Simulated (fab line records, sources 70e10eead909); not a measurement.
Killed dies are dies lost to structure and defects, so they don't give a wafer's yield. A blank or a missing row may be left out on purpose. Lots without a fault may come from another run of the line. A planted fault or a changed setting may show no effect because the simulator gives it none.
Chamber matching | flow nand_harc | NHARC_P_CONTACT_ETCH_35 on rie_diel-10: 4 sister chambers
The step etches the open film in CF4, target depth 39 nm, time 65 s. 22 wafers are shown with their chamber, then 11 later ones without.

WAFERS WITH THEIR CHAMBER
wafer  | chamber | drypump_motor_current_A (A) | rf_vpp_V (V) | oes_product_au (a.u.)
L074.2 | 2       | 5.56                        | 151.8        | 0.995
L074.4 | 3       | 5.84                        | 152.8        | 1.006
L074.6 | 0       | 5.67                        | 152.0        | 1.014
L075.1 | 3       | 5.89                        | 152.9        | 0.994
L075.2 | 1       | 5.41                        | 150.7        | 1.008
L075.6 | 1       | 5.44                        | 151.3        | 1.004
L079.4 | 3       | 5.88                        | 152.5        | 1.010
L079.5 | 3       | 5.87                        | 152.4        | 0.997
L079.6 | 2       | 5.58                        | 151.2        | 0.997
L081.1 | 3       | 5.85                        | 152.8        | 1.011
L081.3 | 0       | 5.67                        | 150.7        | 1.015
L081.6 | 0       | 5.67                        | 151.3        | 1.016
L084.1 | 1       | 5.41                        | 151.6        | 0.997
L084.2 | 0       | 5.68                        | 150.5        | 1.010
L084.3 | 2       | 5.54                        | 150.6        | 0.982
L088.1 | 3       | 5.83                        | 151.8        | 0.987
L088.5 | 3       | 5.82                        | 152.2        | 0.994
L088.6 | 2       | 5.58                        | 151.2        | 1.006
L090.1 | 0       | 5.67                        | 151.2        | 1.013
L090.5 | 0       | 5.66                        | 151.9        | 1.002
L090.6 | 1       | 5.40                        | 153.2        | 0.991
L092.1 | 3       | 5.88                        | 153.5        | 0.997

SIGNATURES (means of the wafers above)
reading                 | chamber 0 | chamber 1 | chamber 2 | chamber 3 | scatter within a chamber
drypump_motor_current_A | 5.6700    | 5.4150    | 5.5650    | 5.8575    | 0.0196
rf_vpp_V                | 151.267   | 151.700   | 151.200   | 152.613   | 0.659
oes_product_au          | 1.01167   | 1.00000   | 0.99500   | 0.99950   | 0.00786
Rule: a wafer's distance from a chamber is the root of the sum, over the readings, of the square of ((its reading less the chamber's mean) divided by the reading's scatter). The wafer belongs to the nearest chamber; if the next one is less than 2 further off, it can't be placed. The scatter: the root of (the sum of the squares of (reading less its chamber's mean) over the shown wafers, divided by (wafers less chambers)).

WAFERS WITHOUT THEIR CHAMBER
wafer  | drypump_motor_current_A (A) | rf_vpp_V (V) | oes_product_au (a.u.)
L092.3 | 5.66                        | 152.3        | 0.988
L092.5 | 5.88                        | 153.9        | 0.988
L093.2 | 5.58                        | 150.5        | 0.999
L093.3 | 5.89                        | 152.3        | 0.992
L093.6 | 5.68                        | 151.8        | 0.986
L095.1 | 5.85                        | 153.6        | 0.985
L095.4 | 5.68                        | 150.5        | 0.991
L095.5 | 5.67                        | 151.3        | 0.994
L097.1 | 5.85                        | 152.8        | 0.991
L097.2 | 5.39                        | 150.9        | 0.997
L097.3 | 5.58                        | 153.4        | 1.001

WHICH CHAMBER EACH WENT THROUGH
wafer  | from the rows above     | in truth
L092.3 | can't be placed: 0 or 2 | 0
L092.5 | 3                       | 3
L093.2 | 2                       | 2
L093.3 | 3                       | 3
L093.6 | 0                       | 0
L095.1 | 3                       | 3
L095.4 | 0                       | 0
L095.5 | 0                       | 0
L097.1 | 3                       | 3
L097.2 | 1                       | 1
L097.3 | 2                       | 2
Placed correctly: 10 of 11. Can't be placed from these rows: 1 (the true chamber is among the candidates in 1). Placed wrongly: 0.
